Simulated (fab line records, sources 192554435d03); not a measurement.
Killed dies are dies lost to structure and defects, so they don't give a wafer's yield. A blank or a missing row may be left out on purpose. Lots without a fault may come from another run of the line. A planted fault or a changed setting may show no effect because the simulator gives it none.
fab line records | flow n5_finfet
record lots=5 wafers=15 last_day=20
route steps=1938 shown BEOL_M3@937
lots that met no fault: from a run of the same line without faults
start_h: hours from the record's first day to the start of the lot's first wafer shown | wait_h: hours since the lot's step before | " the same as in the row above | L1.1+2: a row that stands for several wafers | - no value, or no start given | * or withheld: withheld | < > ~ a bound
route shown NAME@n: a module of which the file shows steps, and the number in the route of the first | usual: mean/standard deviation of fault-free wafers | same: alike in all rows | chamber/n: place in a boat | sites: the reading at each site | _std_site: their standard deviation | _edge_site: outer sites' mean less inner sites' | radius_mm: how far each site lies from the wafer's centre | mask NAME#n: copy n | behind: the tool/chamber that last shaped the wafer | hold: why the lot was held/for how many hours/how that ended | device: the transistor (n, p or np) that didn't switch | end of line: the same wafers' tests at the end of the route | a step without rows: its recipe alone | killed: dies lost to structure and defects at the first sort, not the wafer's yield | map: a wafer's dies, x killed, . not, _ none there
set.NAME: the setting as run; set.NAME@STEP: as run at that earlier step | model.NAME: the simulator's own value behind a step, which no gauge read
lots at some steps of the route; a table a step, a row a wafer
services: from which hour (start_h, from the record's first day; less than 0 if before it) a tool's chamber was out of use, for how many hours, and why
## steps
# step N5_BEOL_M3_COAT_73
# recipe resist=underlayer temp_c=205 time_s=60 spin_rpm=1500 resist_thk_nm=5
# usual plate_temp_C=205.01/0.17
# columns lot.wafer tool chamber start_h wait_h plate_temp_C
L074.1 litho_track-01 0 - - 204.93
L074.4 " 0 " " 205.12
L074.6 " 0 " " 205.11
L084.2 litho_track-05 0 - - 204.96
L084.5 " 0 " " 205.19
L084.6 " 0 " " 205.41
L088.3 litho_track-04 0 - - 205.07
L088.5 " 0 " " 205.18
L088.6 " 0 " " 205.14
L093.3 litho_track-01 0 - - 205.15
L093.4 " 0 " " 205.03
L093.6 " 0 " " 205.18
L096.2 litho_track-05 0 - - 205.13
L096.3 " 0 " " 205.04
L096.5 " 0 " " 204.95
# step N5_BEOL_M3_COAT_05
# recipe resist=CAR-EUV spin_rpm=1500 resist_thk_nm=30
# columns lot.wafer tool chamber start_h wait_h
L074.1+4+6 litho_track-01 0 - -
L084.2+5+6 litho_track-05 0 - -
L088.3+5+6 litho_track-04 0 - -
L093.3+4+6 litho_track-01 0 - -
L096.2+3+5 litho_track-05 0 - -
# step N5_BEOL_M3_EBR_07
# recipe solvent=PGMEA ebr_width_mm=1.5
# columns lot.wafer tool chamber start_h wait_h
L074.1+4+6 litho_track-01 0 - -
L084.2+5+6 litho_track-05 0 - -
L088.3+5+6 litho_track-04 0 - -
L093.3+4+6 litho_track-01 0 - -
L096.2+3+5 litho_track-05 0 - -
# step N5_BEOL_M3_SOFTBAKE_06
# recipe temp_c=110 time_s=60 resist=CAR-EUV
# usual plate_temp_C=109.98/0.14
# columns lot.wafer tool chamber start_h wait_h plate_temp_C
L074.1 litho_track-01 0 - - 109.98
L074.4 " 0 " " 110.11
L074.6 " 0 " " 109.95
L084.2 litho_track-05 0 - - 109.72
L084.5 " 0 " " 109.88
L084.6 " 0 " " 109.70
L088.3 litho_track-04 0 - - 110.00
L088.5 " 0 " " 110.03
L088.6 " 0 " " 110.04
L093.3 litho_track-01 0 - - 109.96
L093.4 " 0 " " 110.09
L093.6 " 0 " " 110.19
L096.2 litho_track-05 0 - - 109.86
L096.3 " 0 " " 109.87
L096.5 " 0 " " 109.78
# step N5_BEOL_M3_EXPOSE_08
# recipe mask_id=M3 na=0.33 source_shape=dipole sigma_inner=0.369 sigma_outer=0.767 polarization=unpolarized dose_mj=33
# same na=0.33
# columns lot.wafer tool chamber start_h wait_h mask
L074.1+4+6 euv_scanner-02 0 176.32 - M3#0
L084.2+5+6 euv_scanner-01 0 214.21 - M3#0
L088.3+5+6 euv_scanner-01 0 275.07 - M3#0
L093.3+4+6 euv_scanner-01 0 291.71 - M3#0
L096.2+3+5 euv_scanner-02 0 311.27 - M3#0
# step N5_BEOL_M3_PEB_09
# recipe peb_temp_c=100 peb_time_s=60 resist=CAR-EUV
# usual plate_temp_C=99.98/0.13
# columns lot.wafer tool chamber start_h wait_h plate_temp_C
L074.1 litho_track-05 0 176.38 0.1 99.94
L074.4 " 0 " " 100.12
L074.6 " 0 " " 99.78
L084.2 litho_track-04 0 214.26 0.0 100.00
L084.5 " 0 " " 99.97
L084.6 " 0 " " 99.93
L088.3 litho_track-01 0 275.12 0.0 100.05
L088.5 " 0 " " 99.90
L088.6 " 0 " " 100.12
L093.3 litho_track-01 0 291.76 0.0 99.98
L093.4 " 0 " " 100.03
L093.6 " 0 " " 99.94
L096.2 litho_track-01 0 311.33 0.0 99.94
L096.3 " 0 " " 99.95
L096.5 " 0 " " 99.77
# step N5_BEOL_M3_DEVELOP_10
# recipe develop_time_s=30 developer=TMAH resist=CAR-EUV rinse_liquid=surfactant_rinse dry=air_spin dev_temp_c=23
# columns lot.wafer tool chamber start_h wait_h
L074.1+4+6 litho_track-05 0 - -
L084.2+5+6 litho_track-04 0 - -
L088.3+5+6 litho_track-01 0 - -
L093.3+4+6 litho_track-01 0 - -
L096.2+3+5 litho_track-01 0 - -
# step N5_BEOL_M3_CD_MEAS_11
# recipe target_cd_nm=17.05 landing_energy_ev=500 detector=se_inlens polarity=opening
# usual cd_nm=17.05/0.25
# columns lot.wafer tool chamber start_h wait_h cd_nm
L074.1 cd_sem-01 0 176.45 - 16.88
L074.4 " 0 " " 16.82
L074.6 " 0 " " 17.22
L084.2 cd_sem-01 0 214.33 - 17.17
L084.5 " 0 " " 17.01
L084.6 " 0 " " 16.68
L088.3 cd_sem-02 0 275.18 - 17.17
L088.5 " 0 " " 16.84
L088.6 " 0 " " 16.78
L093.3 cd_sem-02 0 291.83 - 17.17
L093.4 " 0 " " 17.25
L093.6 " 0 " " 17.13
L096.2 cd_sem-02 0 311.40 - 16.87
L096.3 " 0 " " 17.36
L096.5 " 0 " " 17.09
# step N5_BEOL_M3_OVL_MEAS_12
# recipe points_per_wafer=522
# usual M3_OVL=0.1/0.68
# columns lot.wafer tool chamber start_h wait_h M3_OVL[nm]
L074.1 overlay-02 0 176.48 0.0 -0.7
L074.4 " 0 " " 0.2
L074.6 " 0 " " 0.4
L084.2 overlay-02 0 214.36 0.0 -0.8
L084.5 " 0 " " 0.3
L084.6 " 0 " " -0.5
L088.3 overlay-02 0 275.22 0.0 1.2
L088.5 " 0 " " 1.7
L088.6 " 0 " " 1.0
L093.3 overlay-01 0 291.87 0.0 -0.3
L093.4 " 0 " " 1.0
L093.6 " 0 " " 0.4
L096.2 overlay-02 0 311.43 0.0 -0.2
L096.3 " 0 " " -0.5
L096.5 " 0 " " -0.4
# step N5_BEOL_M3_INSPECT_13
# recipe mode=adi inspect_instrument=brightfield
# usual raw_defect_count=394/95
# columns lot.wafer tool chamber start_h wait_h raw_defect_count
L074.1 defect_inspect-01 - 176.54 0.1 420
L074.4 " - " " 431
L074.6 " - " " 412
L084.2 defect_inspect-01 - 214.41 0.0 360
L084.5 " - " " 349
L084.6 " - " " 302
L088.3 defect_inspect-02 - 275.27 0.0 511
L088.5 " - " " 572
L088.6 " - " " 478
L093.3 defect_inspect-02 - 291.93 0.1 301
L093.4 " - " " 373
L093.6 " - " " 235
L096.2 defect_inspect-01 - 311.49 0.0 318
L096.3 " - " " 408
L096.5 " - " " 352
# step N5_BEOL_M3_DESCUM_16
# recipe chemistry=O2 time_s=7 source_power_w=50 bias_power_w=20 pressure_mtorr=20 rf_frequency_hz=2.712e+07 temp_c=40 resist=CAR-EUV o2_flow_sccm=225
# usual drypump_motor_current_A=5.4/0.46 oes_product_au=0.76/0.083 rf_vpp_V=243.7/1.2 showerhead_plenum_p_Torr=2.14/0.053 throttle_valve_pct=20.45/0.19
# columns lot.wafer tool chamber start_h wait_h drypump_motor_current_A oes_product_au rf_hours_counter_h rf_vpp_V showerhead_plenum_p_Torr throttle_valve_pct
L074.1 rie_diel-01 1 176.58 0.0 5.8 0.71 231 243.3 2.15 20.70
L074.4 " 2 " " 5.0 0.76 152 242.0 2.10 20.63
L074.6 " 2 " " 4.9 0.76 - 243.7 2.10 20.62
L084.2 rie_diel-01 0 214.46 0.0 5.5 0.74 155 243.5 2.18 20.28
L084.5 " 2 " " 4.9 0.74 - 244.3 2.10 20.65
L084.6 " 1 " " 5.8 0.69 - 245.4 2.15 20.73
L088.3 rie_diel-01 3 275.30 0.0 4.6 0.72 198 243.1 2.16 20.28
L088.5 " 2 " " 5.0 0.74 - 244.5 2.09 20.68
L088.6 " 3 " " 4.7 0.72 - 244.2 2.16 20.28
L093.3 rie_diel-01 0 291.96 0.0 5.5 0.72 178 244.7 2.18 20.31
L093.4 " 0 " " 5.5 0.72 - 245.5 2.18 20.30
L093.6 " 3 " " 4.6 0.71 - 244.7 2.16 20.29
L096.2 rie_diel-01 2 311.67 0.2 4.9 0.73 190 242.9 2.09 20.70
L096.3 " 3 " " 4.7 0.71 208 243.1 2.15 20.30
L096.5 " 0 " " 5.5 0.72 - 244.7 2.17 20.31
# step N5_BEOL_M3_ETCH_74
# recipe chemistry=N2/H2 target=underlayer target_depth_a=65 mask_material=CAR-EUV time_s=5.2 ion_energy_ev=200 pressure_mtorr=30 source_w=840 bias_w=150 n2_flow_sccm=200 h2_flow_sccm=200 ends=cleared
# usual drypump_motor_current_A=5.4/0.46 etch_rf_on_time_s=5.22/0.08 oes_product_au=0.65/0.071 rf_vpp_V=525.4/2.2 showerhead_plenum_p_Torr=2.60/0.067 throttle_valve_pct=17.88/0.21
# columns lot.wafer tool chamber start_h wait_h drypump_motor_current_A etch_rf_on_time_s oes_product_au rf_hours_counter_h rf_vpp_V showerhead_plenum_p_Torr throttle_valve_pct
L074.1 rie_diel-01 1 176.61 0.0 5.8 5.29 0.61 231 526.9 2.62 18.23
L074.4 " 2 " " 4.9 5.16 0.64 152 524.6 2.54 17.95
L074.6 " 2 " " 5.0 5.14 0.65 - 523.3 2.54 17.96
L084.2 rie_diel-01 0 214.50 0.0 5.5 5.20 0.63 155 527.8 2.65 17.70
L084.5 " 2 " " 5.0 5.12 0.63 - 527.1 2.54 17.95
L084.6 " 1 " " 5.7 5.31 0.60 - 525.2 2.61 18.28
L088.3 rie_diel-01 3 275.34 0.0 4.7 5.31 0.61 198 529.3 2.63 17.72
L088.5 " 2 " " 5.0 5.25 0.62 - 522.6 2.53 18.00
L088.6 " 3 " " 4.6 5.37 0.60 - 528.9 2.63 17.71
L093.3 rie_diel-01 0 291.99 0.0 5.5 5.14 0.62 178 526.3 2.64 17.75
L093.4 " 0 " " 5.5 5.19 0.62 - 527.6 2.64 17.72
L093.6 " 3 " " 4.7 5.33 0.61 - 528.1 2.63 17.74
L096.2 rie_diel-01 2 311.71 0.0 4.9 5.20 0.62 190 521.6 2.53 18.03
L096.3 " 3 " " 4.7 5.29 0.60 208 526.1 2.63 17.74
L096.5 " 0 " " 5.5 5.23 0.62 - 526.5 2.64 17.76
# step N5_BEOL_M3_ETCH_63
# recipe chemistry=CF4 target=SiARC target_depth_a=156 mask_material=CAR-EUV time_s=26 ion_energy_ev=80 pressure_mtorr=40 source_w=545 bias_w=36 Ar_flow_sccm=100 cf4_flow_sccm=100 ends=cleared
# usual drypump_motor_current_A=5.4/0.46 etch_rf_on_time_s=26.1/0.43 oes_product_au=0.65/0.07 rf_vpp_V=184.6/0.93 showerhead_plenum_p_Torr=2.18/0.052 throttle_valve_pct=15.64/0.18
# columns lot.wafer tool chamber start_h wait_h drypump_motor_current_A etch_rf_on_time_s oes_product_au rf_hours_counter_h rf_vpp_V showerhead_plenum_p_Torr throttle_valve_pct
L074.1 rie_diel-01 1 176.63 0.0 5.8 26.2 0.60 231 183.0 2.20 15.94
L074.4 " 2 " " 5.0 25.5 0.65 152 184.4 2.14 15.75
L074.6 " 2 " " 5.0 25.3 0.66 - 185.8 2.14 15.74
L084.2 rie_diel-01 0 214.51 0.0 5.5 25.7 0.64 155 185.9 2.23 15.46
L084.5 " 2 " " 5.0 25.9 0.64 - 183.7 2.14 15.77
L084.6 " 1 " " 5.7 26.4 0.59 - 185.2 2.20 15.97
L088.3 rie_diel-01 3 275.35 0.0 4.7 26.2 0.61 198 184.8 2.21 15.57
L088.5 " 2 " " 5.0 25.8 0.63 - 184.0 2.13 15.82
L088.6 " 3 " " 4.7 26.3 0.61 - 185.8 2.21 15.57
L093.3 rie_diel-01 0 292.01 0.0 5.5 25.7 0.63 178 184.2 2.22 15.50
L093.4 " 0 " " 5.5 25.7 0.63 - 184.2 2.22 15.52
L093.6 " 3 " " 4.7 26.2 0.61 - 185.3 2.21 15.57
L096.2 rie_diel-01 2 311.72 0.0 4.9 25.9 0.62 190 183.9 2.13 15.84
L096.3 " 3 " " 4.7 26.4 0.61 208 185.2 2.21 15.57
L096.5 " 0 " " 5.5 25.5 0.63 - 184.4 2.22 15.50
# step N5_BEOL_M3_ETCH_64
# recipe chemistry=N2/H2 target=SOC target_depth_a=750 overetch_a=150 mask_material=SiARC temp_c=40 time_s=112.5 ion_energy_ev=200 pressure_mtorr=30 source_w=840 bias_w=150 n2_flow_sccm=200 h2_flow_sccm=200
# usual drypump_motor_current_A=5.4/0.46 oes_product_au=0.61/0.062 rf_vpp_V=525.4/1.9 showerhead_plenum_p_Torr=2.60/0.067 throttle_valve_pct=17.85/0.21
# columns lot.wafer tool chamber start_h wait_h drypump_motor_current_A oes_product_au rf_hours_counter_h rf_vpp_V showerhead_plenum_p_Torr throttle_valve_pct
L074.1 rie_diel-01 1 176.65 0.0 5.8 0.56 231 527.0 2.62 18.19
L074.4 " 2 " " 5.0 0.60 152 523.7 2.54 17.90
L074.6 " 2 " " 5.0 0.60 - 524.0 2.54 17.91
L084.2 rie_diel-01 0 214.54 0.0 5.5 0.59 155 527.4 2.65 17.66
L084.5 " 2 " " 5.0 0.60 - 524.5 2.54 17.93
L084.6 " 1 " " 5.8 0.56 - 523.9 2.61 18.24
L088.3 rie_diel-01 3 275.38 0.0 4.6 0.58 198 527.2 2.63 17.69
L088.5 " 2 " " 5.0 0.59 - 525.4 2.53 17.97
L088.6 " 3 " " 4.6 0.57 - 526.1 2.63 17.70
L093.3 rie_diel-01 0 292.04 0.0 5.5 0.58 178 526.8 2.64 17.70
L093.4 " 0 " " 5.5 0.58 - 526.1 2.64 17.71
L093.6 " 3 " " 4.6 0.57 - 525.9 2.63 17.69
L096.2 rie_diel-01 2 311.75 0.0 5.0 0.58 190 523.5 2.53 17.97
L096.3 " 3 " " 4.7 0.57 208 525.4 2.63 17.72
L096.5 " 0 " " 5.5 0.57 - 526.5 2.64 17.70
# step N5_BEOL_M3_STRIP_65
# recipe chemistry=N2/H2 temp_c=40 n2_flow_sccm=200 h2_flow_sccm=200 rf_frequency_hz=6e+07
# columns lot.wafer tool chamber start_h wait_h
L074.1+4+6 rie_diel-01 1,2,2 176.76 0.1
L084.2+5+6 rie_diel-01 0,2,1 214.65 0.1
L088.3+5+6 rie_diel-01 3,2,3 275.49 0.1
L093.3+4+6 rie_diel-01 0,0,3 292.14 0.1
L096.2+3+5 rie_diel-01 2,3,0 311.86 0.1
# step N5_BEOL_M3_STRIP_75
# recipe chemistry=N2/H2 temp_c=40 n2_flow_sccm=200 h2_flow_sccm=200 rf_frequency_hz=6e+07
# columns lot.wafer tool chamber start_h wait_h
L074.1+4+6 rie_diel-01 1,2,2 176.77 0.0
L084.2+5+6 rie_diel-01 0,2,1 214.66 0.0
L088.3+5+6 rie_diel-01 3,2,3 275.50 0.0
L093.3+4+6 rie_diel-01 0,0,3 292.15 0.0
L096.2+3+5 rie_diel-01 2,3,0 311.87 0.0
# step N5_BEOL_M3_STRIP_66
# recipe chemistry=CF4 resist=SiARC power_w=300 bias_power_w=75 pressure_mtorr=50 cf4_flow_sccm=150 rf_frequency_hz=6e+07
# usual drypump_motor_current_A=5.4/0.46 oes_product_au=0.76/0.077 rf_vpp_V=271.8/1.2 showerhead_plenum_p_Torr=1.83/0.043 throttle_valve_pct=13.62/0.19
# columns lot.wafer tool chamber start_h wait_h drypump_motor_current_A oes_product_au rf_hours_counter_h rf_vpp_V showerhead_plenum_p_Torr throttle_valve_pct
L074.1 rie_diel-01 1 176.78 0.0 5.7 0.70 231 273.4 1.85 13.93
L074.4 " 2 " " 5.0 0.75 152 271.1 1.80 13.75
L074.6 " 2 " " 5.0 0.75 - 270.9 1.80 13.75
L084.2 rie_diel-01 0 214.67 0.0 5.5 0.74 155 273.6 1.87 13.48
L084.5 " 2 " " 5.0 0.75 - 271.3 1.80 13.77
L084.6 " 1 " " 5.8 0.69 - 272.0 1.85 13.97
L088.3 rie_diel-01 3 275.51 0.0 4.6 0.72 198 272.6 1.85 13.57
L088.5 " 2 " " 5.0 0.73 - 271.8 1.79 13.80
L088.6 " 3 " " 4.7 0.71 - 271.6 1.85 13.57
L093.3 rie_diel-01 0 292.16 0.0 5.5 0.72 178 273.3 1.86 13.52
L093.4 " 0 " " 5.5 0.72 - 272.1 1.87 13.51
L093.6 " 3 " " 4.6 0.71 - 273.2 1.85 13.57
L096.2 rie_diel-01 2 311.88 0.0 5.0 0.72 190 270.1 1.79 13.82
L096.3 " 3 " " 4.6 0.71 208 272.1 1.85 13.59
L096.5 " 0 " " 5.5 0.72 - 271.4 1.86 13.54
# step N5_BEOL_M3_HM_OPEN_17
# recipe chemistry=Cl2/BCl3 target_depth_a=200 overetch_a=60 target=TiN mask_material=SOC ion_energy_ev=150 pressure_mtorr=10 icp_w=1000 bias_w=126 Cl2_flow_sccm=53.25 bcl3_flow_sccm=21.75 Ar_flow_sccm=25
# usual bcl3_flow_sccm=21.75/0.058 drypump_motor_current_A=5.4/0.43 he_backside_leak_sccm=3.44/0.13 oes_product_au=0.65/0.082 throttle_valve_pct=22.07/0.14
# columns lot.wafer tool chamber start_h wait_h bcl3_flow_sccm drypump_motor_current_A he_backside_leak_sccm oes_product_au rf_hours_counter_h throttle_valve_pct
L074.1 rie_metal-02 1 176.82 0.0 21.72 5.0 3.28 0.58 99 21.85
L074.4 " 1 " " 21.79 5.0 3.20 0.58 - 21.87
L074.6 " 0 " " 21.76 6.0 3.34 0.74 - 22.08
L084.2 rie_metal-02 0 214.71 0.0 21.62 6.0 3.39 0.70 26 22.11
L084.5 " 1 " " 21.79 5.0 3.37 0.56 - 21.92
L084.6 " 0 " " 21.71 6.1 3.41 0.72 - 22.11
L088.3 rie_metal-03 1 275.61 0.1 21.85 5.4 3.46 0.66 - 22.25
L088.5 " 1 " " 21.70 5.4 3.40 0.66 - 22.26
L088.6 " 1 " " 21.87 5.4 3.48 0.66 - 22.27
L093.3 rie_metal-02 0 292.24 0.1 21.75 6.1 3.39 0.69 - 22.10
L093.4 " 1 " " 21.80 5.0 3.72 0.55 - 21.90
L093.6 " 0 " " 21.68 6.1 3.39 0.69 - 22.10
L096.2 rie_metal-03 0 311.92 0.0 21.78 6.0 3.17 0.84 2 21.74
L096.3 " 0 " " 21.73 6.0 3.30 0.82 - 21.73
L096.5 " 0 " " 21.77 6.0 3.20 0.81 - 21.73
# step N5_BEOL_M3_STRIP_19
# recipe chemistry=O2 power_w=400 temp_c=40 pressure_mtorr=30 rf_frequency_hz=6e+07 bias_power_w=0 overash_fraction=0.2 o2_flow_sccm=225
# usual drypump_motor_current_A=5.4/0.45 oes_product_au=0.76/0.075 rf_vpp_V=3.6/0.46 showerhead_plenum_p_Torr=2.14/0.057 throttle_valve_pct=16.70/0.2
# columns lot.wafer tool chamber start_h wait_h drypump_motor_current_A oes_product_au rf_hours_counter_h rf_vpp_V showerhead_plenum_p_Torr throttle_valve_pct
L074.1 rie_diel-01 3 176.94 0.1 4.7 0.74 169 3.5 2.17 16.51
L074.4 " 0 " " 5.5 0.76 145 3.9 2.19 16.48
L074.6 " 3 " " 4.7 0.74 - 4.0 2.17 16.51
L084.2 rie_diel-01 2 214.82 0.1 5.0 0.75 162 3.7 2.10 16.88
L084.5 " 2 " " 5.0 0.76 - 2.7 2.10 16.88
L084.6 " 1 " " 5.8 0.69 - 3.4 2.15 17.00
L088.3 rie_diel-02 3 275.76 0.1 5.5 0.79 104 3.3 2.19 16.42
L088.5 " 1 " " 5.0 0.74 - 4.0 2.18 16.53
L088.6 " 2 " " 4.8 0.81 - 3.2 2.20 17.06
L093.3 rie_diel-01 3 292.32 0.1 4.6 0.71 203 3.3 2.16 16.58
L093.4 " 3 " " 4.6 0.71 - 3.6 2.16 16.59
L093.6 " 0 " " 5.4 0.72 - 4.0 2.18 16.56
L096.2 rie_diel-01 1 312.03 0.1 5.8 0.93 11 3.8 2.15 16.60
L096.3 " 2 " " 5.0 0.73 190 3.6 2.09 16.94
L096.5 " 1 " " 5.8 0.93 - 3.4 2.15 16.56
# step N5_BEOL_M3_CD_MEAS_18
# recipe pitch_nm=36 target_cd_nm=18
# usual cd_nm=18.01/0.29
# columns lot.wafer tool chamber start_h wait_h cd_nm
L074.1 cd_sem-01 - 177.01 0.0 18.04
L074.4 " - " " 17.58
L074.6 " - " " 17.88
L084.2 cd_sem-01 - 214.89 0.1 18.02
L084.5 " - " " 17.61
L084.6 " - " " 17.63
L088.3 cd_sem-03 - 275.83 0.1 17.71
L088.5 " - " " 17.43
L088.6 " - " " 17.37
L093.3 cd_sem-02 - 292.39 0.1 18.53
L093.4 " - " " 18.01
L093.6 " - " " 18.43
L096.2 cd_sem-02 - 312.10 0.1 18.02
L096.3 " - " " 17.87
L096.5 " - " " 17.71
# step N5_BEOL_M3_COAT_67
# recipe resist=SOC temp_c=250 time_s=60 spin_rpm=1500 resist_thk_nm=60
# usual plate_temp_C=249.95/0.2
# columns lot.wafer tool chamber start_h wait_h plate_temp_C
L074.1 litho_track-05 0 177.05 0.0 250.08
L074.4 " 0 " " 249.98
L074.6 " 0 " " 249.97
L084.2 litho_track-05 0 214.93 0.0 249.89
L084.5 " 0 " " 249.80
L084.6 " 0 " " 249.78
L088.3 litho_track-04 0 275.87 0.0 249.92
L088.5 " 0 " " 249.86
L088.6 " 0 " " 249.85
L093.3 litho_track-01 0 292.42 0.0 250.03
L093.4 " 0 " " 250.08
L093.6 " 0 " " 249.97
L096.2 litho_track-04 0 312.14 0.0 250.33
L096.3 " 0 " " 250.15
L096.5 " 0 " " 250.10
# step N5_BEOL_M3_COAT_68
# recipe resist=SiARC temp_c=220 time_s=60 spin_rpm=1500 resist_thk_nm=12
# usual plate_temp_C=219.98/0.15
# columns lot.wafer tool chamber start_h wait_h plate_temp_C
L074.1 litho_track-05 0 - - 220.04
L074.4 " 0 " " 219.96
L074.6 " 0 " " 219.83
L084.2 litho_track-05 0 - - 220.05
L084.5 " 0 " " 220.34
L084.6 " 0 " " 219.96
L088.3 litho_track-04 0 - - 219.96
L088.5 " 0 " " 220.11
L088.6 " 0 " " 220.11
L093.3 litho_track-01 0 - - 220.01
L093.4 " 0 " " 220.15
L093.6 " 0 " " 220.13
L096.2 litho_track-04 0 - - 220.31
L096.3 " 0 " " 219.97
L096.5 " 0 " " 220.04
# step N5_BEOL_M3_COAT_76
# recipe resist=underlayer temp_c=205 time_s=60 spin_rpm=1500 resist_thk_nm=5
# usual plate_temp_C=205.01/0.16
# columns lot.wafer tool chamber start_h wait_h plate_temp_C
L074.1 litho_track-05 0 - - 204.90
L074.4 " 0 " " 204.89
L074.6 " 0 " " 205.21
L084.2 litho_track-05 0 - - 205.15
L084.5 " 0 " " 205.30
L084.6 " 0 " " 205.02
L088.3 litho_track-04 0 - - 205.14
L088.5 " 0 " " 205.09
L088.6 " 0 " " 204.63
L093.3 litho_track-01 0 - - 205.16
L093.4 " 0 " " 205.07
L093.6 " 0 " " 204.86
L096.2 litho_track-04 0 - - 205.14
L096.3 " 0 " " 205.17
L096.5 " 0 " " 204.96
# step N5_BEOL_M3_COAT_22
# recipe resist=CAR-EUV spin_rpm=1500 resist_thk_nm=30
# columns lot.wafer tool chamber start_h wait_h
L074.1+4+6 litho_track-05 0 - -
L084.2+5+6 litho_track-05 0 - -
L088.3+5+6 litho_track-04 0 - -
L093.3+4+6 litho_track-01 0 - -
L096.2+3+5 litho_track-04 0 - -
# step N5_BEOL_M3_EBR_24
# recipe solvent=PGMEA ebr_width_mm=1.5
# columns lot.wafer tool chamber start_h wait_h
L074.1+4+6 litho_track-05 0 - -
L084.2+5+6 litho_track-05 0 - -
L088.3+5+6 litho_track-04 0 - -
L093.3+4+6 litho_track-01 0 - -
L096.2+3+5 litho_track-04 0 - -
# step N5_BEOL_M3_SOFTBAKE_23
# recipe temp_c=110 time_s=60 resist=CAR-EUV
# usual plate_temp_C=109.99/0.13
# columns lot.wafer tool chamber start_h wait_h plate_temp_C
L074.1 litho_track-05 0 - - 110.08
L074.4 " 0 " " 110.05
L074.6 " 0 " " 109.81
L084.2 litho_track-05 0 - - 110.15
L084.5 " 0 " " 110.04
L084.6 " 0 " " 110.01
L088.3 litho_track-04 0 - - 109.99
L088.5 " 0 " " 110.10
L088.6 " 0 " " 110.09
L093.3 litho_track-01 0 - - 110.23
L093.4 " 0 " " 110.18
L093.6 " 0 " " 110.05
L096.2 litho_track-04 0 - - 109.98
L096.3 " 0 " " 109.92
L096.5 " 0 " " 109.95
# step N5_BEOL_M3_EXPOSE_25
# recipe mask_id=V2 na=0.33 source_shape=quasar sigma_inner=0.2 sigma_outer=0.8 polarization=unpolarized defocus_nm=5 dose_mj=63
# same na=0.33
# columns lot.wafer tool chamber start_h wait_h mask
L074.1+4+6 euv_scanner-02 0 177.18 - V2#0
L084.2+5+6 euv_scanner-01 0 215.20 - V2#0
L088.3+5+6 euv_scanner-01 0 276.06 - V2#0
L093.3+4+6 euv_scanner-02 0 292.58 - V2#0
L096.2+3+5 euv_scanner-01 0 312.41 - V2#0
# step N5_BEOL_M3_PEB_26
# recipe peb_temp_c=100 peb_time_s=60 resist=CAR-EUV
# usual plate_temp_C=100.01/0.13
# columns lot.wafer tool chamber start_h wait_h plate_temp_C
L074.1 litho_track-05 0 177.26 0.1 99.87
L074.4 " 0 " " 99.95
L074.6 " 0 " " 99.90
L084.2 litho_track-05 0 215.27 0.1 100.11
L084.5 " 0 " " 100.04
L084.6 " 0 " " 100.05
L088.3 litho_track-05 0 276.12 0.1 100.18
L088.5 " 0 " " 100.04
L088.6 " 0 " " 100.07
L093.3 litho_track-01 0 292.64 0.1 99.93
L093.4 " 0 " " 100.02
L093.6 " 0 " " 99.94
L096.2 litho_track-05 0 312.48 0.1 100.19
L096.3 " 0 " " 100.01
L096.5 " 0 " " 100.02
# step N5_BEOL_M3_DEVELOP_27
# recipe develop_time_s=30 developer=TMAH resist=CAR-EUV rinse_liquid=surfactant_rinse dry=air_spin dev_temp_c=23
# columns lot.wafer tool chamber start_h wait_h
L074.1+4+6 litho_track-05 0 - -
L084.2+5+6 litho_track-05 0 - -
L088.3+5+6 litho_track-05 0 - -
L093.3+4+6 litho_track-01 0 - -
L096.2+3+5 litho_track-05 0 - -
# step N5_BEOL_M3_CD_MEAS_28
# recipe target_cd_nm=25.7 landing_energy_ev=500 detector=se_inlens target_cd_y_nm=23.3 polarity=opening
# usual cd_nm=25.74/0.23
# columns lot.wafer tool chamber start_h wait_h cd_nm
L074.1 cd_sem-03 0 177.33 - 25.50
L074.4 " 0 " " 25.67
L074.6 " 0 " " 25.96
L084.2 cd_sem-02 0 215.34 - 25.61
L084.5 " 0 " " 25.85
L084.6 " 0 " " 25.74
L088.3 cd_sem-03 0 276.19 - 25.46
L088.5 " 0 " " 25.52
L088.6 " 0 " " 25.54
L093.3 cd_sem-01 0 292.71 - 26.13
L093.4 " 0 " " 26.24
L093.6 " 0 " " 25.86
L096.2 cd_sem-02 0 312.54 - 25.82
L096.3 " 0 " " 25.60
L096.5 " 0 " " 25.79
# step N5_BEOL_M3_OVL_MEAS_29
# recipe points_per_wafer=522
# usual V2_OVL=-0.4/0.58
# columns lot.wafer tool chamber start_h wait_h V2_OVL[nm]
L074.1 overlay-01 0 177.36 0.0 -1.1
L074.4 " 0 " " -0.7
L074.6 " 0 " " -0.2
L084.2 overlay-01 0 215.37 0.0 0.3
L084.5 " 0 " " 0.1
L084.6 " 0 " " 0.4
L088.3 overlay-01 0 276.23 0.0 -1.2
L088.5 " 0 " " -1.4
L088.6 " 0 " " -0.4
L093.3 overlay-02 0 292.75 0.0 0.1
L093.4 " 0 " " -0.5
L093.6 " 0 " " -0.7
L096.2 overlay-01 0 312.58 0.0 -0.9
L096.3 " 0 " " -1.3
L096.5 " 0 " " -1.2
# step N5_BEOL_M3_INSPECT_30
# recipe mode=adi inspect_instrument=brightfield
# usual raw_defect_count=413/92
# columns lot.wafer tool chamber start_h wait_h raw_defect_count
L074.1 defect_inspect-02 - 177.42 0.1 482
L074.4 " - " " 516
L074.6 " - " " 450
L084.2 defect_inspect-01 - 215.42 0.0 360
L084.5 " - " " 350
L084.6 " - " " 326
L088.3 defect_inspect-02 - 276.28 0.0 514
L088.5 " - " " 591
L088.6 " - " " 483
L093.3 defect_inspect-02 - 292.80 0.0 311
L093.4 " - " " 368
L093.6 " - " " 251
L096.2 defect_inspect-02 - 312.63 0.0 355
L096.3 " - " " 489
L096.5 " - " " 419
## services
# columns tool chamber start_h hours kind
rie_diel-02 3 164.68 12.2 repair
euv_scanner-01 - 172.80 4.6 pm
euv_scanner-01 - 178.13 0.7 repair
euv_scanner-02 - 181.03 1.0 pm
euv_scanner-01 - 191.24 1.0 pm
euv_scanner-02 - 194.64 4.7 repair
rie_diel-02 - 195.75 0.3 repair
rie_diel-02 3 210.60 4.7 repair
euv_scanner-02 - 219.84 4.6 pm
euv_scanner-02 - 237.18 1.0 pm
euv_scanner-02 - 239.92 49.1 repair
rie_diel-02 - 249.18 0.2 repair
rie_metal-02 - 251.55 0.3 repair
rie_diel-01 1 251.59 - clean
rie_diel-01 1 251.59 - consumable_replace:focus_ring
rie_diel-01 1 251.59 17.7 scheduled_down
euv_scanner-01 - 261.42 1.0 pm
rie_metal-03 - 274.07 1.4 pm
rie_diel-01 1 291.76 3.0 repair
euv_scanner-02 - 293.33 1.0 pm
rie_diel-02 2 294.86 20.4 repair
euv_scanner-01 - 298.73 5.8 pm
euv_scanner-02 - 303.72 1.5 repair
euv_scanner-01 - 305.22 1.0 pm
## key
fault none
